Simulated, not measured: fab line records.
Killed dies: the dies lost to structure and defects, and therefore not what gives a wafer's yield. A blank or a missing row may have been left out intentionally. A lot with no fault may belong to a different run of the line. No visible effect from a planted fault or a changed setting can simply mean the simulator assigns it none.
fab line records | flow n5Finfet
record lots=5 wafers=15 lastDay=16
route steps=1938 shown BEOL_M0@743 BEOL_M1@751 BEOL_M4@1111 PASSIVATION@1936
lots that met no fault: taken from a fault-free run of the same line
startH: the number of hours between the record's first day and the start of the first shown wafer of the lot | waitH: how many hours have passed since the lot's step before this one | " repeats the value in the row above | L1.1+2: a row that stands for several wafers | - either no value or no given start | * or withheld: withheld | < > ~ a bound
route shown NAME@n: names a module that has steps shown in the file, with the first one's number in the route | usual: mean/standard deviation taken from wafers without a fault | same: alike in all rows | chamber/n: place in a boat | sites: readings site by site | _std_site: the values' standard deviation | _edge_site: outer sites' mean less inner sites' | radiusMm: for every site, how far away it sits from the centre of the wafer | mask NAME#n: copy n | behind: the last tool/chamber to shape the wafer | hold: reason for holding the lot/hours on hold/outcome of the hold | device: whichever transistor did not switch (one of n, p or np) | end of line: tests run on the same wafers once the route is complete | step lacking rows: just its recipe | killed: dies lost to structure and defects at the first sort, not the wafer's yield | map: dies across one wafer; x = killed, . = not, _ = none there
set.NAME: the run value of the setting; set.NAME@STEP: its run value at that earlier step | model.NAME: the simulator's own value behind a step, which no gauge read
certain route steps with their lots: each step a table, each wafer a row
services: from which hour (startH, from the record's first day; less than 0 if before it) a tool's chamber was out of use, for how many hours, and why
## steps
# step N5_BEOL_M0_CMP_120
# recipe stopOn=SiOC tOverpolishS=6.9 downForcePsi=1 platenRpm=50 clearingPlatenDownForcePsi=1.5 clearingPlatenRpm=50 postCmpClean=cuAlkaline clearingPlatenPadVelocityMS=0.99484 padVelocityMS=0.99484
# step N5_BEOL_M0_PRE_CLEAN_131
# recipe gas=NH3/H2 timeS=15 tempC=* rfPowerW=300
# step N5_BEOL_M0_CO_CAP_123
# recipe material=Co targetThkA=20 tempC=200 precursor=CCTBA/H2 pressureTorr=30 timeS=102.1
# step N5_BEOL_M0_PRE_CLEAN_124
# recipe gas=NH3 timeS=15 tempC=withheld rfPowerW=300
# step N5_BEOL_M0_DEP_125
# recipe material=SiCN targetThkA=80 tempC=withheld precursor=3MS/NH3 pressureTorr=3 rfW=202 timeS=14
# step N5_BEOL_M1_ILD_DEP_00
# recipe material=SiOC targetThkA=790 tempC=350 precursor=DEMS/O2 pressureTorr=5 rfW=500 timeS=15.3
# step N5_BEOL_M1_PECVD_72
# recipe material=SiO2 targetThkA=160 tempC=400 precursor=TEOS/O2 pressureTorr=5.5 rfW=450 teosFlowSccm=53.8 gas=O2 flowSccm=3000 timeS=18
# step N5_BEOL_M1_HM_DEP_02
# recipe material=TiN targetThkA=200 tempC=25 chamberPressurePa=0.49996
# step N5_BEOL_M1_COAT_61
# recipe resist=SOC tempC=250 timeS=60 spinRpm=1500 resistThkNm=60
# usual spinSpeedRpm=1499.9/0.95
# same timeS=60
# columns lot.wafer tool chamber startH waitH spinSpeedRpm model.SOC_of_BEOL_M1_COAT_61.thkNm
L637.1 lithoTrack-01 0 157.42 0.1 1500.6 60
L637.2 " 0 " " 1499.6 60
L637.3 " 0 " " 1499.0 60.2
L646.2 lithoTrack-01 0 215.07 0.1 1366.6 63.2
L646.3 " 0 " " 1364.2 63.2
L646.4 " 0 " " 1365.7 63
L647.2 lithoTrack-01 0 218.92 0.1 1364.3 62.8
L647.4 " 0 " " 1364.5 63
L647.5 " 0 " " 1364.5 63
L649.4 lithoTrack-01 0 230.43 0.1 1365.0 62.6
L649.5 " 0 " " 1365.0 62.8
L649.6 " 0 " " 1364.1 63
L650.2 lithoTrack-04 0 240.30 0.1 1497.4 60
L650.5 " 0 " " 1499.4 60.2
L650.6 " 0 " " 1499.9 60.2
# step N5_BEOL_M1_COAT_62
# recipe resist=SiARC tempC=220 timeS=60 spinRpm=1500 resistThkNm=12
# step N5_BEOL_M1_COAT_73
# recipe resist=underlayer tempC=205 timeS=60 spinRpm=1500 resistThkNm=5
# step N5_BEOL_M1_COAT_05
# recipe resist=CAR-EUV spinRpm=1500 resistThkNm=30
# step N5_BEOL_M1_EBR_07
# recipe solvent=PGMEA ebrWidthMm=1.5
# step N5_BEOL_M1_SOFTBAKE_06
# recipe tempC=110 timeS=60 resist=CAR-EUV
# step N5_BEOL_M1_EXPOSE_08
# recipe maskId=M1 na=0.33 sourceShape=dipole sigmaInner=0.369 sigmaOuter=0.767 polarization=unpolarized doseMj=33
# step N5_BEOL_M1_PEB_09
# recipe pebTempC=100 pebTimeS=60 resist=CAR-EUV
# step N5_BEOL_M1_DEVELOP_10
# recipe developTimeS=30 developer=TMAH resist=CAR-EUV rinseLiquid=surfactantRinse dry=airSpin devTempC=23
# step N5_BEOL_M1_DESCUM_16
# recipe chemistry=O2 timeS=7 sourcePowerW=50 biasPowerW=20 pressureMtorr=20 rfFrequencyHz=2.712e+07 tempC=40 resist=CAR-EUV o2FlowSccm=225
# step N5_BEOL_M1_ETCH_74
# recipe chemistry=N2/H2 target=underlayer targetDepthA=65 maskMaterial=CAR-EUV timeS=5.2 ionEnergyEv=200 pressureMtorr=30 sourceW=840 biasW=150 n2FlowSccm=200 h2FlowSccm=200 ends=cleared
# step N5_BEOL_M1_ETCH_63
# recipe chemistry=CF4 target=SiARC targetDepthA=156 maskMaterial=CAR-EUV timeS=26 ionEnergyEv=80 pressureMtorr=40 sourceW=545 biasW=36 Ar_flow_sccm=100 cf4FlowSccm=100 ends=cleared
# step N5_BEOL_M1_ETCH_64
# recipe chemistry=N2/H2 target=SOC targetDepthA=750 overetchA=150 maskMaterial=SiARC tempC=40 timeS=112.5 ionEnergyEv=200 pressureMtorr=30 sourceW=840 biasW=150 n2FlowSccm=200 h2FlowSccm=200
# usual drypumpMotorCurrentA=5.7/0.42 h2FlowSccm=200.0/0.69 oesProductAu=0.62/0.061 rfFwdPowerW=835.6/2.7 rfVppV=523.6/2.1 showerheadPlenumPTorr=2.53/0.067 throttleValvePct=17.88/0.27
# same timeS=112.5
# columns lot.wafer tool chamber startH waitH drypumpMotorCurrentA h2FlowSccm oesProductAu rfFwdPowerW rfHoursCounterH rfVppV showerheadPlenumPTorr throttleValvePct model.etch.depthNm
L637.1 rieDiel-04 1 158.28 0.0 5.3 199.1 0.56 835.9 198 523.9 2.51 17.75 60.05
L637.2 " 2 " " 5.7 200.2 0.55 833.8 224 519.9 2.43 18.46 60.05
L637.3 " 0 " " 5.9 199.8 0.57 834.0 180 523.7 2.55 18.20 60.19
L646.2 rieDiel-03 0 215.54 0.0 5.1 199.5 0.59 830.8 210 522.6 2.54 18.04 63.1
L646.3 " 3 " " 6.4 200.4 0.70 835.6 62 523.8 2.62 18.36 63.18
L646.4 " 2 " " 5.3 199.2 0.72 836.1 15 521.7 2.52 17.45 63.09
L647.2 rieDiel-03 2 219.38 0.0 5.3 199.3 0.72 836.2 16 522.0 2.52 17.46 62.88
L647.4 " 3 " " 6.4 199.3 0.70 836.3 63 524.8 2.62 18.36 62.94
L647.5 " 0 " " 5.1 199.7 0.59 832.6 - 522.0 2.54 18.05 62.96
L649.4 rieDiel-06 2 231.02 0.0 6.1 200.1 0.56 837.7 235 521.8 2.50 17.94 62.65
L649.5 " 3 " " 6.2 200.5 0.69 837.5 - 525.1 2.59 17.79 62.85
L649.6 " 0 " " 5.2 199.0 0.66 835.2 - 521.6 2.45 17.53 62.97
L650.2 rieDiel-04 3 241.03 0.0 5.2 200.2 0.67 834.7 56 523.2 2.48 17.82 60
L650.5 " 3 " " 5.2 199.5 0.68 834.4 - 521.5 2.48 17.83 60.17
L650.6 " 2 " " 5.7 199.9 0.54 834.7 - 519.6 2.42 18.49 60.15
# step N5_BEOL_M1_STRIP_65
# recipe chemistry=N2/H2 tempC=40 n2FlowSccm=200 h2FlowSccm=200 rfFrequencyHz=6e+07
# step N5_BEOL_M1_STRIP_75
# recipe chemistry=N2/H2 tempC=40 n2FlowSccm=200 h2FlowSccm=200 rfFrequencyHz=6e+07
# step N5_BEOL_M1_STRIP_66
# recipe chemistry=CF4 resist=SiARC powerW=300 biasPowerW=75 pressureMtorr=50 cf4FlowSccm=150 rfFrequencyHz=6e+07
# step N5_BEOL_M1_HM_OPEN_17
# recipe chemistry=Cl2/BCl3 targetDepthA=200 overetchA=60 target=TiN maskMaterial=SOC ionEnergyEv=150 pressureMtorr=10 icpW=1000 biasW=126 Cl2_flow_sccm=53.25 bcl3FlowSccm=21.75 Ar_flow_sccm=25
# usual bcl3FlowSccm=21.76/0.07 drypumpMotorCurrentA=5.8/0.58 heBacksideLeakSccm=3.40/0.23 oesProductAu=0.67/0.12 rfFwdPowerW=992/4.4 throttleValvePct=22.05/0.21
# columns lot.wafer tool chamber startH waitH bcl3FlowSccm drypumpMotorCurrentA heBacksideLeakSccm oesProductAu rfFwdPowerW rfHoursCounterH throttleValvePct model.SOC_of_BEOL_M1_COAT_61.thkNm
L637.1 rieMetal-01 1 158.45 0.0 21.87 4.7 3.35 0.79 993 6 21.95 51.8
L637.2 " 0 " " 21.67 6.0 3.58 0.61 980 63 21.84 52.4
L637.3 " 1 " " 21.69 4.8 3.34 0.79 996 - 21.92 52
L646.2 rieMetal-03 1 215.74 0.1 21.65 5.4 3.07 0.81 998 - 21.91 55.2
L646.3 " 1 " " 21.62 5.4 3.08 0.82 995 - 21.92 55.4
L646.4 " 1 " " 21.79 5.4 2.97 0.81 996 - 21.91 55.2
L647.2 rieMetal-03 1 219.55 0.0 21.79 5.4 3.20 0.81 995 4 21.91 55
L647.4 " 0 " " 21.78 5.8 3.33 0.85 994 - 22.44 55
L647.5 " 1 " " 21.65 5.4 3.24 0.81 993 - 21.89 55.2
L649.4 rieMetal-02 0 231.22 0.1 21.61 6.0 4.51 0.78 981 - 22.14 54.8
L649.5 " 1 " " 21.80 6.6 3.42 0.57 997 - 21.93 55
L649.6 " 0 " " 21.71 6.0 2.98 0.76 984 - 22.15 55.2
L650.2 rieMetal-03 1 241.20 0.0 21.81 5.4 3.10 0.80 995 5 21.90 52.2
L650.5 " 1 " " 21.65 5.4 3.00 0.80 998 - 21.90 52.4
L650.6 " 0 " " 21.72 5.7 3.41 0.83 990 - 22.38 52.2
# step N5_BEOL_M1_STRIP_19
# recipe chemistry=O2 powerW=400 tempC=40 pressureMtorr=30 rfFrequencyHz=6e+07 biasPowerW=0 overashFraction=0.2 o2FlowSccm=225
# step N5_BEOL_M4_RC_MEAS_101
# usual DIBL_N=36.0/2.5 DIBL_P=36.2/3 IOFF_N=0.16/0.044 IOFF_P=0.21/0.049 ION_N=671/15 ION_P=461/8.7 SS_N=71.5/0.72 SS_P=73.4/0.9 VT_N=251/4.4 VT_P=-250/4
# columns lot.wafer tool chamber startH waitH DIBL_N[mV/V] DIBL_P[mV/V] IOFF_N[nA/um] IOFF_P[nA/um] ION_N[uA/um] ION_P[uA/um] SS_N[mV/dec] SS_P[mV/dec] VT_N[mV] VT_P[mV]
L637.1 prober-01 0 219.12 0.0 38.4 39.2 0.18 0.26 695 476 71.3 74.3 248 -250
L637.2 " 0 " " 38.6 40.1 0.19 0.30 680 467 72.1 74.8 248 -245
L637.3 " 0 " " 35.0 34.7 0.12 0.19 669 466 70.2 73.2 254 -252
L647.2 prober-02 0 271.16 0.2 38.9 40.4 0.23 0.28 701 476 72.3 73.8 245 -246
L647.4 " 0 " " 35.1 34.5 0.15 0.18 678 458 71.1 72.5 249 -253
L647.5 " 0 " " 36.7 37.4 0.17 0.22 692 468 72.2 73.7 250 -252
L646.2 prober-02 0 275.85 0.2 41.2 43.1 0.31 0.37 692 473 72.8 74.9 240 -241
L646.3 " 0 " " 36.6 37.7 0.19 0.24 683 465 71.4 73.0 245 -248
L646.4 " 0 " " 36.9 38.5 0.20 0.26 682 473 72.0 74.0 245 -245
L649.4 prober-01 0 286.28 0.5 35.8 37.2 0.17 0.23 678 467 72.0 73.5 249 -246
L649.5 " 0 " " 35.5 35.5 0.18 0.22 682 469 71.5 73.4 249 -249
L649.6 " 0 " " 34.7 35.6 0.14 0.21 664 457 70.9 73.2 252 -249
L650.2 prober-01 0 286.90 0.6 33.0 32.5 0.11 0.17 652 453 70.0 71.8 252 -254
L650.5 " 0 " " 33.3 33.4 0.11 0.17 665 464 71.3 71.8 255 -254
L650.6 " 0 " " 36.1 34.9 0.15 0.19 668 453 72.4 72.9 252 -252
# step N5_PASSIVATION_PROBE_49
# usual defectLimitedYield=91.7/1.4 killed_at_M0_to_M3=31/11 killed_at_M4_up=13/4.6 killedAtContacts=13/6.7 killedAtFrontEnd=39/9.6 killedAtOther=3.5/2.8 killedDies=98/16 killedOpen=64/11 killedShort=33/8.5 sort_bin_5_function=4.9/0.96 sort_bin_6_memory=3.1/0.59 sortNPass=1080/23 sortYieldPct=91.5/1.9
# same grossDies=1180 killedAtBackSide=0 sort_bin_4_leakage[%]=0 sort_bin_8_speed[%]=0
# columns lot.wafer tool chamber startH waitH defectLimitedYield[%] killed_at_M0_to_M3 killed_at_M4_up killedAtContacts killedAtFrontEnd killedAtOther killedDies killedOpen killedShort sort_bin_5_function[%] sort_bin_6_memory[%] sortNPass sortYieldPct[%]
L637.1 prober-02 - 326.78 0.3 91.4 30 17 12 43 0 102 63 38 5.2 3.1 1078 91.4
L637.2 prober-02 - 326.83 0.3 91.4 28 11 23 39 0 101 65 35 5.3 2.9 1079 91.4
L637.3 prober-02 - 326.88 0.4 91.6 27 9 7 53 3 99 62 37 4.7 3.1 1081 91.6
L650.2 prober-02 - 393.09 0.1 91.3 41 8 14 34 6 103 64 38 5.3 3.1 1077 91.3
L650.5 prober-02 - 393.24 0.2 92.0 26 12 16 36 4 94 58 35 5.1 2.6 1086 92.0
L650.6 prober-02 - 393.29 0.3 92.0 20 13 21 35 5 94 60 32 4.2 3.2 1086 92.0
# killed by level:class
L637.1 FIN_SAQP:geometricParticle:open=9 FIN_SAQP:geometricParticle:short=9 MOL_CONTACT_COAG:geometricParticle:open=9 BEOL_M3:geometricParticle:open=9 BEOL_M4:geometricParticle:open=6 BEOL_M1:geometricParticle:open=5 DUMMY_GATE:geometricParticle:open=4 BEOL_M3:geometricParticle:short=4
L637.2 MOL_CONTACT_COAG:geometricParticle:open=19 FIN_SAQP:geometricParticle:short=15 BEOL_M3:geometricParticle:open=11 BEOL_M2:geometricParticle:open=7 ILD0:geometricParticle:open=5 BEOL_M5:geometricParticle:open=5 FIN_SAQP:geometricParticle:open=4 BEOL_M0_SAQP:geometricParticle:short=4
L637.3 FIN_SAQP:geometricParticle:short=13 STI_FIN_REVEAL:geometricParticle:open=11 BEOL_M2:geometricParticle:open=7 BEOL_M3:geometricParticle:open=7 FIN_SAQP:geometricParticle:open=6 MOL_CONTACT_COAG:geometricParticle:open=6 STARTING-WAFER:geometricParticle:open=4 STI_FIN_REVEAL:geometricParticle:short=3
L650.2 BEOL_M0_SAQP:geometricParticle:short=14 MOL_CONTACT_COAG:geometricParticle:open=10 BEOL_M0_SAQP:geometricParticle:open=7 DUMMY_GATE:geometricParticle:open=6 BEOL_M1:geometricParticle:open=6 BEOL_M3:geometricParticle:open=5 STI_FIN_REVEAL:geometricParticle:open=4 GATE_CUT:geometricParticle:short=4
L650.5 MOL_CONTACT_COAG:geometricParticle:open=14 STI_FIN_REVEAL:geometricParticle:open=8 FIN_SAQP:geometricParticle:short=7 BEOL_M0_SAQP:geometricParticle:short=7 BEOL_M0:geometricParticle:open=6 BEOL_M0_SAQP:geometricParticle:open=5 ILD0:geometricParticle:short=3 ILD0:geometricParticle:open=3
L650.6 MOL_CONTACT_COAG:geometricParticle:open=13 STI_FIN_REVEAL:geometricParticle:open=10 MOL_CONTACT_COAG:geometricParticle:short=8 GATE_CUT:geometricParticle:short=7 BEOL_M0_SAQP:geometricParticle:open=5 FIN_SAQP:geometricParticle:open=4 BEOL_M3:geometricParticle:open=4 BEOL_M4:geometricParticle:open=4
## services
# columns tool chamber startH hours kind
rieDiel-06 3 133.56 10.2 repair
rieDiel-03 1 146.18 2.5 repair
rieDiel-03 - 159.37 0.7 repair
rieDiel-03 2 161.15 - clean
rieDiel-03 2 161.15 - consumableReplace:focusRing
rieDiel-03 2 161.15 13.2 scheduledDown
rieDiel-03 2 161.15 13.2 ventCycle
rieMetal-02 0 164.01 - clean
rieMetal-02 0 164.01 22.8 scheduledDown
rieMetal-02 0 164.01 22.8 ventCycle
rieMetal-03 1 182.16 - clean
rieMetal-03 1 182.16 24.4 scheduledDown
rieMetal-03 1 182.16 24.4 ventCycle
rieDiel-04 - 188.17 14.6 pm
rieMetal-03 0 206.55 - clean
rieMetal-03 0 206.55 12.7 scheduledDown
rieMetal-03 0 206.55 12.7 ventCycle
rieMetal-01 - 219.49 2.8 pm
lithoTrack-01 - 220.33 - consumableReplace:filter
rieDiel-03 - 239.00 15.6 pm
## key
firstSign step=N5_BEOL_M1_COAT_61 reading=spinSpeedRpm direction=down sigmas=99+ usual=* struck=*
effect none on later readings
modelEffect step=N5_BEOL_M1_COAT_61 value=SOC_of_BEOL_M1_COAT_61.thkNm without=60.04 struck=62.96
modelEffect step=N5_BEOL_M1_ETCH_64 value=etch.depthNm without=60.05 struck=62.96
modelEffect step=N5_BEOL_M1_HM_OPEN_17 value=SOC_of_BEOL_M1_COAT_61.thkNm without=52.2 struck=55.11
metAt N5_BEOL_M1_COAT_61
struckWafers L646.2,L646.3,L646.4,L647.2,L647.4,L647.5,L649.4,L649.5,L649.6
rowsEnd L646.2,L646.3,L646.4,L647.2,L647.4,L647.5,L649.4,L649.5,L649.6
onsetBetween 157.42 215.07
fault kind=processParameterDrift tool=lithoTrack-01 chamber=- onsetH=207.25 steps=N5_BEOL_M1_COAT_61 channel=spinRpm offset=* shape=step actsIn=* stated=*
# rowsEnd: these wafers met a further fault down the route, and their rows from its step on are left out
